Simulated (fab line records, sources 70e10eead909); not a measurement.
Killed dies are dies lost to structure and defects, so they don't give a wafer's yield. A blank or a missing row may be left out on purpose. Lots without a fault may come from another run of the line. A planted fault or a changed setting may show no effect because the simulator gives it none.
fab line records | flow nand_harc
record lots=14 wafers=42 last_day=33
route steps=1302 shown A_SLIT@942 A_WL_FILL@968
lots that met no fault: from a run of the same line without faults
start_h: hours from the record's first day to the start of the lot's first wafer shown | wait_h: hours since the lot's step before | " the same as in the row above | L1.1+2: a row that stands for several wafers | - no value, or no start given | * or withheld: withheld | < > ~ a bound
route shown NAME@n: a module of which the file shows steps, and the number in the route of the first | usual: mean/standard deviation of fault-free wafers | same: alike in all rows | chamber/n: place in a boat | sites: the reading at each site | _std_site: their standard deviation | _edge_site: outer sites' mean less inner sites' | radius_mm: how far each site lies from the wafer's centre | mask NAME#n: copy n | behind: the tool/chamber that last shaped the wafer | hold: why the lot was held/for how many hours/how that ended | device: the transistor (n, p or np) that didn't switch | end of line: the same wafers' tests at the end of the route | a step without rows: its recipe alone | killed: dies lost to structure and defects at the first sort, not the wafer's yield | map: a wafer's dies, x killed, . not, _ none there
set.NAME: the setting as run; set.NAME@STEP: as run at that earlier step | model.NAME: the simulator's own value behind a step, which no gauge read
steps of the route over a sample of lots; a table a step, a row a wafer
services: from which hour (start_h, from the record's first day; less than 0 if before it) a tool's chamber was out of use, for how many hours, and why
## steps
# step NHARC_A_SLIT_ETCH_29
# recipe target_depth_a=1000 overetch_a=100 time_s=55 ion_energy_ev=100 cf4_flow_sccm=80 o2_flow_sccm=20 ar_flow_sccm=0 rf_w=300 bias_w=100 chemistry=CF4/O2
# usual cf4_flow_sccm=79.97/0.23 drypump_motor_current_A=5.9/0.46 oes_product_au=1.001/0.0071 rf_vpp_V=198.1/1.4 showerhead_plenum_p_Torr=1.35/0.051 throttle_valve_pct=13.397/0.0096
# columns lot.wafer tool chamber start_h wait_h cf4_flow_sccm drypump_motor_current_A oes_product_au rf_hours_counter_h rf_vpp_V showerhead_plenum_p_Torr throttle_valve_pct
L529.2 rie_diel-06 0 438.47 0.1 80.27 5.8 0.999 7.7 198.6 1.33 13.391
L529.1 " 2 " " 80.06 6.4 1.004 9.7 200.2 1.43 13.407
L529.3 " 3 " " 79.87 5.6 0.986 9.5 198.9 1.36 13.392
L528.4 rie_diel-12 2 453.90 0.1 80.23 5.8 0.989 2.0 198.9 1.37 13.405
L528.3 " 3 " " 80.40 6.3 0.997 2.0 197.3 1.35 13.393
L528.5 " 2 " " 80.23 5.8 0.994 - 199.0 1.37 13.388
L539.2 rie_diel-10 0 532.45 0.1 80.20 6.2 1.012 7.2 200.1 1.40 13.400
L539.4 " 1 " " 80.14 5.0 0.997 8.0 197.3 1.32 13.391
L539.6 " 3 " " 79.81 5.7 1.006 - 198.8 1.43 13.403
L540.2 rie_diel-10 2 537.42 0.1 79.94 6.1 1.002 8.8 194.7 1.27 13.407
L540.1 " 1 " " 80.04 5.0 1.000 8.2 196.7 1.32 13.386
L540.6 " 2 " " 79.98 6.1 1.004 - 194.7 1.27 13.405
L541.2 rie_diel-12 0 545.03 0.1 80.24 6.7 0.999 5.9 197.9 1.30 13.408
L541.1 " 2 " " 79.96 5.8 1.002 7.7 198.4 1.37 13.383
L541.5 " 3 " " 80.34 6.3 1.004 - 197.5 1.35 13.405
L543.1 rie_diel-06 3 577.25 0.1 79.94 5.6 0.997 4.8 199.4 1.36 13.393
L543.4 " 0 " " 80.00 5.8 1.014 5.1 197.0 1.33 13.373
L543.5 " 1 " " 80.10 5.4 1.003 - 199.2 1.38 13.399
L544.1 rie_diel-12 0 586.26 0.1 80.01 6.7 0.998 7.8 198.0 1.30 13.401
L544.2 " 1 " " 79.87 5.7 1.011 9.5 195.2 1.30 13.409
L544.5 " 3 " " 80.03 6.3 1.004 - 197.9 1.35 13.418
L545.1 rie_diel-10 3 593.08 0.1 80.19 5.7 1.008 0.6 199.4 1.43 13.387
L545.6 " 1 " " 80.28 5.0 1.007 - 196.4 1.32 13.401
L545.5 " 2 " " 79.84 6.1 0.999 - 196.7 1.27 13.397
L546.2 rie_diel-10 1 607.50 0.1 79.98 5.0 1.002 2.5 198.1 1.32 13.388
L546.1 " 2 " " 79.64 6.0 1.005 2.2 197.1 1.27 13.401
L546.5 " 3 " " 80.27 5.7 1.009 - 201.5 1.43 13.390
L547.2 rie_diel-06 1 607.99 0.1 80.07 5.4 1.003 8.0 197.9 1.38 13.391
L547.6 " 2 " " 79.83 6.4 0.993 - 199.1 1.43 13.395
L547.5 " 3 " " 80.41 5.6 0.993 - 197.7 1.36 13.374
L549.2 rie_diel-12 3 638.21 0.1 79.73 6.3 0.998 2.2 198.1 1.35 13.387
L549.3 " 0 " " 79.98 6.7 0.992 1.3 198.2 1.30 13.389
L549.6 " 0 " " 79.84 6.7 0.991 - 195.7 1.30 13.404
L548.1 rie_diel-10 1 642.35 0.1 80.08 5.0 0.996 4.2 197.1 1.32 13.395
L548.2 " 0 " " 79.94 6.2 1.005 3.0 200.3 1.40 13.399
L548.6 " 1 " " 79.93 5.0 0.997 - 197.1 1.32 13.398
L551.1 rie_diel-10 0 664.12 0.1 79.62 6.2 0.996 4.1 199.3 1.40 13.390
L551.3 " 1 " " 80.06 5.0 0.998 5.3 197.2 1.32 13.391
L551.6 " 0 " " 79.55 6.2 1.007 - 199.2 1.40 13.398
L550.1 rie_diel-10 3 667.90 0.1 80.01 5.8 1.001 5.2 200.2 1.43 13.391
L550.4 " 1 " " 79.41 5.0 1.000 5.4 197.5 1.32 13.406
L550.3 " 2 " " 79.75 6.1 1.000 5.1 196.0 1.27 13.391
# step NHARC_A_SLIT_CD_MEAS_21
# usual cd_nm=289.8/0.64
# columns lot.wafer tool chamber start_h wait_h cd_nm
L529.1 cd_sem-02 - 439.06 - 289.9
L529.2 " - " " 290.1
L529.3 " - " " 290.1
L528.3 cd_sem-02 - 454.44 - 288.1
L528.4 " - " " 290.0
L528.5 " - " " 289.6
L539.2 cd_sem-03 - 532.98 - 289.7
L539.4 " - " " 289.5
L539.6 " - " " 289.7
L540.1 cd_sem-03 - 537.96 - 288.7
L540.2 " - " " 288.9
L540.6 " - " " 289.1
L541.1 cd_sem-02 - 545.56 - 290.1
L541.2 " - " " 289.9
L541.5 " - " " 288.9
L543.1 cd_sem-02 - 577.77 - 289.9
L543.4 " - " " 289.2
L543.5 " - " " 289.9
L544.1 cd_sem-01 - 586.79 - 290.3
L544.2 " - " " 289.9
L544.5 " - " " 290.0
L545.1 cd_sem-02 - 593.60 - 289.7
L545.5 " - " " 290.7
L545.6 " - " " 290.1
L546.1 cd_sem-03 - 608.06 0.1 290.3
L546.2 " - " " 290.6
L546.5 " - " " 289.6
L547.2 cd_sem-02 - 608.52 - 289.7
L547.5 " - " " 290.2
L547.6 " - " " 289.3
L549.2 cd_sem-01 - 638.75 - 289.8
L549.3 " - " " 290.4
L549.6 " - " " 289.7
L548.1 cd_sem-03 - 642.89 - 289.8
L548.2 " - " " 289.8
L548.6 " - " " 290.1
L551.1 cd_sem-02 - 664.65 - 289.7
L551.3 " - " " 290.1
L551.6 " - " " 289.4
L550.1 cd_sem-02 - 668.43 - 288.5
L550.3 " - " " 288.5
L550.4 " - " " 289.5
# step NHARC_A_WL_FILL_ETCHBACK_17
# recipe target_depth_a=40 time_s=26.7 chemistry=Cl2/BCl3
# usual chamber_pressure_mTorr=10.000/0.0088 drypump_motor_current_A=5.72/0.3 oes_product_au=1.002/0.0081
# columns lot.wafer tool chamber start_h wait_h chamber_pressure_mTorr drypump_motor_current_A oes_product_au rf_hours_counter_h
L529.1 rie_metal-03 1 457.47 - 10.010 5.82 0.993 2.5
L529.2 " 0 " " 9.996 6.15 0.990 2.5
L529.3 " 1 " " 9.999 5.82 0.989 -
L528.3 rie_metal-02 1 472.66 - 9.997 5.63 1.001 -
L528.4 " 0 " " 10.008 5.63 1.003 -
L528.5 " 1 " " 10.002 5.63 1.010 -
L539.2 rie_metal-03 1 552.70 - - - - -
L539.4 " 1 " " - - - -
L539.6 " 1 " " - - - -
L540.2 rie_metal-03 0 558.17 - - - - -
L540.1 " 1 " " - - - -
L540.6 " 1 " " - - - -
L541.1 rie_metal-01 0 567.34 - 9.990 5.19 0.995 0
L541.2 " 0 " " 9.999 5.18 1.003 -
L541.5 " 0 " " 10.023 5.19 0.982 -
L543.1 rie_metal-03 1 599.20 - 9.996 5.84 1.016 1.4
L543.4 " 0 " " 9.999 6.10 1.005 -
L543.5 " 0 " " 9.983 6.11 1.008 -
L544.2 rie_metal-03 1 607.51 - 9.997 5.85 1.020 1.5
L544.1 " 0 " " 9.998 6.12 1.011 1.5
L544.5 " 0 " " 10.003 6.08 1.009 -
L545.1 rie_metal-03 1 612.08 - 10.003 5.84 1.008 1.6
L545.5 " 0 " " 9.997 6.11 1.010 -
L545.6 " 1 " " 10.003 5.84 1.008 -
L547.2 rie_metal-01 0 627.98 - 10.005 5.18 1.001 -
L547.5 " 0 " " 9.998 5.20 0.995 -
L547.6 " 0 " " 10.017 5.18 0.988 -
L546.2 rie_metal-02 0 630.09 - 9.988 5.60 0.997 0.2
L546.1 " 1 " " 9.983 5.63 1.002 0.2
L546.5 " 1 " " 9.992 5.64 1.005 -
L549.2 rie_metal-02 1 660.54 - 10.009 5.64 1.017 0.3
L549.3 " 0 " " 9.992 5.60 1.000 -
L549.6 " 0 " " 9.997 5.57 1.005 -
L548.1 rie_metal-03 1 660.55 - 9.989 5.86 1.006 2.1
L548.2 " 0 " " 9.994 6.13 1.007 2.1
L548.6 " 1 " " 10.009 5.82 1.009 -
L551.1 rie_metal-02 1 683.24 - 9.992 5.63 0.991 0.6
L551.3 " 1 " " 9.995 5.62 1.008 -
L551.6 " 1 " " 9.991 5.64 1.005 -
L550.1 rie_metal-01 1 686.77 - 9.983 5.72 0.991 1.7
L550.4 " 1 " " 10.009 5.71 0.998 -
L550.3 " 0 " " 10.014 5.17 0.990 -
# step NHARC_A_WL_FILL_INSPECT_15
# usual raw_defect_count=490/160
# columns lot.wafer tool chamber start_h wait_h raw_defect_count
L529.1 defect_inspect-01 - 465.15 0.0 409
L529.2 " - " " 478
L529.3 " - " " 484
L528.3 defect_inspect-01 - 478.90 0.0 736
L528.4 " - " " 519
L528.5 " - " " 648
L539.2 defect_inspect-01 - 559.12 0.0 657
L539.4 " - " " 690
L539.6 " - " " 460
L540.1 defect_inspect-01 - 564.57 0.0 393
L540.2 " - " " 405
L540.6 " - " " 561
L541.1 defect_inspect-01 - 573.82 0.0 340
L541.2 " - " " 408
L541.5 " - " " 427
L543.1 defect_inspect-02 - 605.51 0.0 321
L543.4 " - " " 421
L543.5 " - " " 400
L544.1 defect_inspect-02 - 614.05 0.0 683
L544.2 " - " " 796
L544.5 " - " " 700
L545.1 defect_inspect-02 - 618.77 0.0 359
L545.5 " - " " 357
L545.6 " - " " 685
L547.2 defect_inspect-02 - 634.33 0.0 339
L547.5 " - " " 320
L547.6 " - " " 452
L546.1 defect_inspect-01 - 634.34 0.0 341
L546.2 " - " " 597
L546.5 " - " " 603
L549.2 defect_inspect-02 - 666.86 0.0 581
L549.3 " - " " 551
L549.6 " - " " 597
L548.1 defect_inspect-01 - 667.00 0.0 312
L548.2 " - " " 445
L548.6 " - " " 372
L551.1 defect_inspect-02 - 689.46 0.1 702
L551.3 " - " " 948
L551.6 " - " " 538
L550.1 defect_inspect-01 - 693.16 0.0 359
L550.3 " - " " 277
L550.4 " - " " 329
## services
# columns tool chamber start_h hours kind
rie_diel-12 - 421.40 9.0 pm
rie_diel-10 0 421.79 16.5 repair
rie_diel-06 3 424.03 4.1 repair
rie_metal-02 - 430.00 9.0 pm
rie_diel-06 1 438.22 7.9 repair
rie_metal-03 - 454.57 1.8 repair
rie_metal-01 1 455.71 4.8 repair
rie_diel-06 - 460.23 9.0 pm
rie_diel-12 - 478.98 0.1 repair
rie_diel-12 3 479.97 5.8 repair
rie_metal-03 - 495.07 9.0 pm
rie_diel-10 2 501.59 2.5 repair
rie_diel-06 - 508.91 0.5 repair
rie_diel-06 1 535.57 6.8 repair
rie_diel-10 1 547.02 5.0 repair
rie_diel-10 - 572.81 9.0 pm
rie_diel-10 0 593.46 9.2 repair
rie_diel-12 - 598.40 9.0 pm
rie_metal-02 - 607.00 9.0 pm
rie_diel-12 0 631.91 5.4 repair
rie_diel-10 2 658.30 2.0 repair
rie_diel-12 1 665.61 1.8 repair
rie_metal-02 - 668.49 0.2 repair
rie_metal-03 - 672.07 9.0 pm
## key
first_sign step=NHARC_A_WL_FILL_ETCHBACK_17 reading=tool_record direction=missing
effect none on later readings
met_at NHARC_A_WL_FILL_ETCHBACK_17
struck_lots L539,L540
later_rows_left_out L539.2,L539.4,L539.6,L540.1,L540.2,L540.6
sort_left_out L539.2,L539.4,L539.6,L540.1,L540.2,L540.6
tester_left_out L539,L540
not_acting_at NHARC_A_SLIT_ETCH_29,NHARC_A_SLIT_CD_MEAS_21,NHARC_A_WL_FILL_INSPECT_15
onset_between 457.47 552.70
fault kind=skipped_step_whole tool=rie_metal-03 chamber=- onset_h=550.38 steps=NHARC_A_WL_FILL_ETCHBACK_17 scope=struck_lots_only
# tester_left_out: of these lots the tester's yield and bins aren't shown, on N5 and GAA mostly nor the transistor test; their killed dies are dies lost to structure and defects alone, not to doping, threshold or leakage, so they don't give the yield
# sort_left_out: the simulated sort isn't trusted on such a fault, so these wafers' sort isn't shown, and their yield isn't known
# later_rows_left_out: the simulator's readings of these wafers behind a module that went badly wrong aren't trusted and aren't shown, but for the sort
